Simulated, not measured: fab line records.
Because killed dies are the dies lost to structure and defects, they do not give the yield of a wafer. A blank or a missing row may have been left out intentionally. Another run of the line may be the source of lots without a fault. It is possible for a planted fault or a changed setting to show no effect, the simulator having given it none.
Comparing a struck lot with a sound one :: flow n5-finfet :: 15 out of 1938 route steps
Sound: wafers L487.2, L487.5, L487.6. Struck: wafer L495.3 (L495.1, L495.6, from the same lot, were not struck and are left out); the cause is given at the end.
For every step that has rows: the tool of each side, followed by ch and its chambers, followed by its first start. Under that, the readings that differ: sound wafers :: struck wafers :: difference of the means :: sigmas: that difference in standard deviations of wafers without a fault.
alike: same words and numbers on both sides, and readings whose means sit less than 2 such deviations apart. not compared: any withheld reading, any reading some wafer has no value for, any bound like >300 that may hide the same value, and any number with overlapping values for which the record gives no deviation.
The two part at a step that has a row with sigmas, a row that says differs or no value, or rows on one side only. Numbers that have no deviation but don't overlap get no sigmas and don't part them. A reading that every wafer of one side lacks parts them only if that side has two wafers or more.

first, 6 steps without rows for these wafers: N5_BEOL_M5_COAT_22 (resist thk 30 nm); N5_BEOL_M5_EBR_24; N5_BEOL_M5_SOFTBAKE_23 (time 60 s); N5_BEOL_M5_EXPOSE_25 (exposes mask V4, defocus 10 nm); N5_BEOL_M5_PEB_26 (peb time 60 s); N5_BEOL_M5_DEVELOP_27 (develop time 30 s).
N5_BEOL_M5_CD_MEAS_28: target cd 30.6 nm, target cd y 20 nm.
  sound on cd-sem-03 ch 0, day 11 15:19; struck on cd-sem-01 ch 0, day 12 12:25
  alike: cd-nm
N5_BEOL_M5_OVL_MEAS_29:
  sound on overlay-02 ch 0, day 11 15:20; struck on overlay-01 ch 0, day 12 12:26
  alike: V4_OVL
N5_BEOL_M5_INSPECT_30: inspects for defects (brightfield).
  sound: defect-inspect-02 at day 11 15:24; struck: defect-inspect-01 at day 12 12:30
  alike: raw-defect-count
N5_BEOL_M5_DESCUM_33: chemistry O2, time 7 s.
  sound on rie-diel-02 ch 0,3, day 11 15:52; struck on rie-diel-04 ch 2, day 12 12:54
reading: rf-vpp-V (V)
sound: 241.9 241.5 242.8
struck: 245.5
difference: +3.4
sigmas: +3

reading: showerhead-plenum-p-Torr (Torr)
sound: 2.02 2.02 2.06
struck: 2.23
difference: +0.20
sigmas: +3
  alike: drypump-motor-current-A, oes-product-au, throttle-valve-pct
  not compared: rf-hours-counter-h
N5_BEOL_M5_ETCH_75: etches underlayer in N2/H2, target depth 6.5 nm, time 5.2 s.
  sound on rie-diel-02 ch 0,3, day 11 15:54; struck on rie-diel-04 ch 2, day 12 12:56
reading: rf-vpp-V (V)
sound: 521.8 521.5 523.0
struck: 527.5
difference: +5.4
sigmas: +2

reading: showerhead-plenum-p-Torr (Torr)
sound: 2.45 2.45 2.51
struck: 2.71
difference: +0.24
sigmas: +3
  alike: drypump-motor-current-A, etch-rf-on-time-s, oes-product-au, throttle-valve-pct
  not compared: rf-hours-counter-h
N5_BEOL_M5_ETCH_67: etches SiARC in CF4, target depth 15.6 nm, time 26 s.
  sound on rie-diel-02 ch 0,3, day 11 15:55; struck on rie-diel-04 ch 2, day 12 12:57
reading: showerhead-plenum-p-Torr (Torr)
sound: 2.07 2.07 2.11
struck: 2.28
difference: +0.20
sigmas: +3
  alike: drypump-motor-current-A, etch-rf-on-time-s, oes-product-au, rf-vpp-V, throttle-valve-pct
  not compared: rf-hours-counter-h
N5_BEOL_M5_ETCH_68: etches SOC in N2/H2, target depth 80 nm, overetch 16 nm, time 120 s.
  sound on rie-diel-02 ch 0,3, day 11 15:56; struck on rie-diel-04 ch 2, day 12 12:59
reading: rf-vpp-V (V)
sound: 520.9 521.3 521.6
struck: 527.8
difference: +6.5
sigmas: +3

reading: run-length-s (s)
sound: 142.4 142.6 143.9
struck: 149.4
difference: +6.4
sigmas: +12

reading: showerhead-plenum-p-Torr (Torr)
sound: 2.45 2.45 2.51
struck: 2.71
difference: +0.24
sigmas: +3

reading: model.SiARC_of_BEOL_M5_COAT_66.thk-nm (nm)
sound: 6.2 6.4 6.6
struck: 5.8
difference: -0.6
sigmas: 
  alike: drypump-motor-current-A, oes-product-au, throttle-valve-pct
  not compared: rf-hours-counter-h
then, 2 steps without rows for these wafers: N5_BEOL_M5_STRIP_69 (strips in N2/H2); N5_PASSIVATION_PROBE_49.

## WHERE THEY PART
At N5_BEOL_M5_DESCUM_33 first; at N5_BEOL_M5_ETCH_68 last (within this record only).

WHY: what had been put in by the simulator
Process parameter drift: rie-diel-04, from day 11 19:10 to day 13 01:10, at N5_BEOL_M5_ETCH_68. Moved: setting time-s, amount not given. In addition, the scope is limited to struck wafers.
